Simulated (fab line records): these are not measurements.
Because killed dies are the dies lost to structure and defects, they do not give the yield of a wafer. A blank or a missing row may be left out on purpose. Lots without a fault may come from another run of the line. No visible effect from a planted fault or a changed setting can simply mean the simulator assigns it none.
2 desks looking at one fault    flow n5 finfet    each desk has only its own numbers; what lay behind them comes last

== FROM THE METROLOGY DESK ==
Lot by lot, what the gauges showed, no matter which tool ran the lot: averages of those sampled wafers that carry a number. The brackets show how far a lot's mean lies from the usual mean; more than 4 standard deviations puts the lot out of limits, marked OUT.
Columns: A = M5_OVL at N5_BEOL_M5_OVL_MEAS_12, usual 0.0 nm
lot   first seen here  A
L394  day 7 20:35      0.4
L396  day 8 08:02      -0.8
L398  day 8 18:35      -0.4
L399  day 9 05:46      1.4
L400  day 9 13:14      -0.1
L401  day 9 15:31      -1.4
L403  day 10 08:22     0.0
L411  day 12 06:26     -0.5
L412  day 12 12:26     0.2
L413  day 13 06:53     -0.6
L415  day 13 09:00     0.0
L416  day 13 22:02     0.6
L417  day 13 22:56     -0.6
This desk's verdict: no lot among the 13 shows anything out of limits.

== AT THE TOOL OWNER'S DESK: litho track-01 ==
The tool's own readings at N5_BEOL_M5_COAT_66 (time 60 s, resist thk 12 nm): means of the sampled wafers that have a number, for each lot that ran on this tool. The brackets show how far a lot's mean lies from the usual mean; more than 4 standard deviations puts the lot out of limits, marked OUT.
Columns: A = chill plate temp C at N5_BEOL_M5_COAT_66, usual 23.00 C; B = spin speed rpm at N5_BEOL_M5_COAT_66, usual 1500.0 rpm
lot   first seen here  A      B
L396  day 8 08:35      22.85  1499.7
L401  day 9 17:17      22.93  1501.2
L403  day 10 09:56     22.93  1499.3
L411  day 12 07:56     22.92  1322.4 (-99 or more) OUT
L412  day 12 14:21     23.01  1321.9 (-99 or more) OUT
L413  day 13 07:28     23.04  1322.1 (-99 or more) OUT
This desk finds L411, L412, L413 out of limits, L411 being first, at day 12 07:56 (spin speed rpm at N5_BEOL_M5_COAT_66). Within limits: L396, L401, L403.

== ALL TOGETHER ==
An alarm could have come from the tool owner's desk at day 12 07:56, on L411, L412, L413.
From the metrology desk's view, nothing was out of limits.
The metrology desk has L411, L412, L413 on record, within its limits.
Every lot named ran N5_BEOL_M5_COAT_66 on litho track-01.

== WHAT HAD BEEN PUT IN BY THE SIMULATOR ==
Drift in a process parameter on litho track-01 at N5_BEOL_M5_COAT_66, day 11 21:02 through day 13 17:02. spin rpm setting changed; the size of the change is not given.
Struck lots among those shown: L411, L412, L413.
Time in hours from fault onset to the first out-of-limits reading at each desk: the tool owner's desk, 11.
